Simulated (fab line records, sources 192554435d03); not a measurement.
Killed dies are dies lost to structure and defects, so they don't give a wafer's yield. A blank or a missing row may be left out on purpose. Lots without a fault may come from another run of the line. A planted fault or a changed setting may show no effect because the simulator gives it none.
Tool commonality check | flow n5_finfet | 10 lots, 30 wafers sampled

WHY IT WAS OPENED
At N5_DUMMY_GATE_THK_MEAS_05 the reading thk_nm is flagged on 2 of 10 lots. Wafers without a fault read 72.1 nm, standard deviation 1.2.
Rule: a lot is flagged when every wafer of it that has a number lies more than 4 standard deviations from that mean, or none has a number. The other lots count as sound.

lot  | measured    | on            | thk_nm (nm), wafer by wafer | flag
L269 | day 2 23:56 | film_metro-01 | 73.4 71.6 71.3              |
L275 | day 4 10:19 | film_metro-01 | 70.7 73.4 71.8              |
L277 | day 5 02:23 | film_metro-02 | 71.9 69.6 70.0              |
L278 | day 5 08:16 | film_metro-01 | 72.7 70.1 71.7              |
L279 | day 5 15:17 | film_metro-02 | 71.9 70.6 70.5              |
L281 | day 5 23:48 | film_metro-02 | 71.6 73.7 71.4              |
L282 | day 6 04:33 | film_metro-01 | 48.3 47.6 49.2              | FLAGGED
L284 | day 6 16:22 | film_metro-02 | 47.6 45.2 47.9              | FLAGGED
L288 | day 7 18:26 | film_metro-02 | 71.1 73.3 74.8              |
L291 | day 8 12:22 | film_metro-02 | 74.2 73.8 72.9              |
The numbers of the flagged lots are 47.6 nm on average: -24.5 nm against the usual, or -20 standard deviations.

WHICH TOOL RAN EACH LOT
The record holds 2 process steps before the reading, out of a route of 1938 steps. In each cell: the tool, then ch and the chambers that the sampled wafers went through, then the start.
lot  | flag    | N5_DUMMY_GATE_CVD_03                       | N5_DUMMY_GATE_CMP_04
L269 |         | lpcvd-02 ch 1/65,1/75,1/89, day 2 19:58    | cmp-02 ch 0,2,3, day 2 23:46
L275 |         | lpcvd-02 ch 1/104,1/114,1/95, day 4 06:20  | cmp-02 ch 0,2, day 4 10:04
L277 |         | lpcvd-01 ch 0/15,0/20,0/34, day 4 22:25    | cmp-04 ch 0,1, day 5 02:08
L278 |         | lpcvd-01 ch 0/104,0/109,0/95, day 5 04:17  | cmp-04 ch 0,1,2, day 5 08:02
L279 |         | lpcvd-01 ch 0/70,0/79,0/89, day 5 11:19    | cmp-02 ch 0,1,3, day 5 15:07
L281 |         | lpcvd-02 ch 0/50,0/54,0/59, day 5 19:49    | cmp-01 ch 1,3, day 5 23:34
L282 | FLAGGED | lpcvd-01 ch 0/15,0/20,0/34, day 6 00:34    | cmp-01 ch 1,3, day 6 04:19
L284 | FLAGGED | lpcvd-01 ch 0/40,0/54,0/64, day 6 12:14    | cmp-04 ch 0,1, day 6 16:07
L288 |         | lpcvd-01 ch 1/100,1/104,1/109, day 7 14:16 | cmp-01 ch 1,3, day 7 18:11
L291 |         | lpcvd-02 ch 0/65,0/75,0/89, day 8 08:23    | cmp-04 ch 0,2,3, day 8 12:08
What these steps do:
- N5_DUMMY_GATE_CVD_03: deposits a-Si from SiH4, target thk 150 nm, time 8042 s.
- N5_DUMMY_GATE_CMP_04: polishes a-Si.
- N5_DUMMY_GATE_THK_MEAS_05

FLAGGED OVER TOTAL, TOOL BY TOOL (the gauges that took the reading come last)
step                      | tool          | lots run | flagged | share of the flagged lots | sound lots run after its first flagged lot
N5_DUMMY_GATE_CVD_03      | lpcvd-01      | 6        | 2       | all                       | 1 (L288)
N5_DUMMY_GATE_CVD_03      | lpcvd-02      | 4        | 0       | none                      | -
N5_DUMMY_GATE_CMP_04      | cmp-01        | 3        | 1       | some                      | 1 (L288)
N5_DUMMY_GATE_CMP_04      | cmp-02        | 3        | 0       | none                      | -
N5_DUMMY_GATE_CMP_04      | cmp-04        | 4        | 1       | some                      | 1 (L291)
N5_DUMMY_GATE_THK_MEAS_05 | film_metro-01 | 4        | 1       | some                      | 0
N5_DUMMY_GATE_THK_MEAS_05 | film_metro-02 | 6        | 1       | some                      | 2 (L288,L291)

WHAT THE TABLE ALLOWS
1 row of the table ran every flagged lot: lpcvd-01 at N5_DUMMY_GATE_CVD_03.
- lpcvd-01 at N5_DUMMY_GATE_CVD_03: 2 of its 6 lots flagged. Sound lots ran on it after the first flagged one (L288), which a lasting fault on the whole tool wouldn't allow.
No row of the table ran every flagged lot and no sound lot after the first.

WHAT THE SIMULATOR HAD PUT IN
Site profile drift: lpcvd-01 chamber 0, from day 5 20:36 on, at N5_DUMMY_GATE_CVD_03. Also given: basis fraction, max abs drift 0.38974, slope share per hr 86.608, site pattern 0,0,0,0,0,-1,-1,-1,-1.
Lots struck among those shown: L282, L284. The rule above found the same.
